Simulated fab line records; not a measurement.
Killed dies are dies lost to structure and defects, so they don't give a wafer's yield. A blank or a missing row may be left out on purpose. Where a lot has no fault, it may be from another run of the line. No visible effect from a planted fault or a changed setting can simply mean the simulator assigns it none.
Split-lot trial | flow n5Finfet | 21 wafers read across 7 lots, on a route 1938 steps long

== ABOUT THE SPLIT ==
At N5_WELL_APT_PEB_06 (peb time 90 s), the setting pebTimeS was moved away from the recipe's 90 s on 5 of the 21 wafers read, by -11.9% to +22.2%. This setting was run at the recipe's value on the other wafers.

== FROM THE SPLIT TO THE READING: what the file shows between them, 2 steps ==
- N5_WELL_APT_DEVELOP_07: develop time 45 s (also split here: developTimeS)
- N5_WELL_APT_HARDBAKE_12: time 120 s

== THE READING ==
cdNm, in nm, at N5_WELL_APT_CD_MEAS_08 (target cd 200 nm). Typical for fault-free wafers on this fab line: 200.8 nm, with standard deviation 1.4 nm.

wafer  | tool, chamber at the split | pebTimeS as run, s | against the recipe | cdNm, nm | against lot-mates on the recipe
L080.4 | lithoTrack-01, 0           | 90                 | recipe             | 202.4    | -
L080.5 | lithoTrack-01, 0           | 95.54              | +6.2%              | 204.8    | +2.4
L080.6 | lithoTrack-01, 0           | 95.54              | +6.2%              | 204.5    | +2.1
L084.2 | lithoTrack-05, 0           | 110                | +22.2%             | 208.6    | +8.3
L084.4 | lithoTrack-05, 0           | 90                 | recipe             | 201.1    | -
L084.5 | lithoTrack-05, 0           | 90                 | recipe             | 199.5    | -
L086.1 | lithoTrack-02, 0           | 90                 | recipe             | 200.0    | -
L086.2 | lithoTrack-02, 0           | 90                 | recipe             | 203.2    | -
L086.3 | lithoTrack-02, 0           | 90                 | recipe             | 200.1    | -
L092.2 | lithoTrack-05, 0           | 90                 | recipe             | 201.7    | -
L092.4 | lithoTrack-05, 0           | 90                 | recipe             | 200.2    | -
L092.5 | lithoTrack-05, 0           | 90                 | recipe             | 201.0    | -
L093.3 | lithoTrack-05, 0           | 90                 | recipe             | 198.6    | -
L093.4 | lithoTrack-05, 0           | 90                 | recipe             | 202.4    | -
L093.6 | lithoTrack-05, 0           | 90                 | recipe             | 199.4    | -
L094.1 | lithoTrack-01, 0           | 90                 | recipe             | 201.2    | -
L094.5 | lithoTrack-01, 0           | 79.3               | -11.9%             | 194.9    | -5.8
L094.6 | lithoTrack-01, 0           | 90                 | recipe             | 200.3    | -
L097.2 | lithoTrack-05, 0           | 104.6              | +16.2%             | 207.0    | +4.7
L097.4 | lithoTrack-05, 0           | 90                 | recipe             | 200.7    | -
L097.6 | lithoTrack-05, 0           | 90                 | recipe             | 204.0    | -

FIT RESULTS
A straight line over all 21 wafers: cdNm changes by +0.395 nm for each +1% of pebTimeS; r = +0.89; the points scatter about the line by 1.4 nm.
The same after taking each lot's own level away (the mean of its wafers on the recipe; 21 wafers): +0.372 nm for each +1%; r = +0.91; scatter 1.2 nm.
The reading moves by 8.3 nm for the largest change in pebTimeS, on that fit.
From 200.13 to 202.40 nm: that is the span of the lots' own levels, equal to 1.6 times the standard deviation above.
So the lot-to-lot level changes the slope little: the two slopes agree.
Check: +7.96 nm against its lot-mates is what the line predicts for one of the wafers moved furthest among these (+22.2%) when that wafer is left out of the fit. Against them it came out at +8.3 nm.

== FURTHER SPLITS ON THESE WAFERS ==
Other splits were also applied to these wafers ahead of the reading. Each is held against what the fit with the lots' levels taken away leaves over:
other split on the same wafers      | wafers away from the commonest value | r with cdNm (lot level and that fit taken away)
N5_WELL_APT_DEVELOP_07 developTimeS | 6                                    | -0.29

== THE WHOLE CHAIN: every reading that the file lists as answering this split, in the file's order ==
step                   | what it does             | reading                                                        | change (the file's fit)               | r (the file's)
N5_WELL_APT_CD_MEAS_08 | target cd 200 nm         | cdNm                                                           | +0.369 nm for each +1% of the setting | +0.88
N5_WELL_APT_DESCUM_13  | chemistry O2, time 7.9 s | WELL_APT.cdNm (the simulator's own value, which no gauge read) | +0.384 nm for each +1% of the setting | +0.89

== FILE'S OWN FIT ==
cdNm changes by +0.369 nm for each +1% of pebTimeS, r = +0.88.
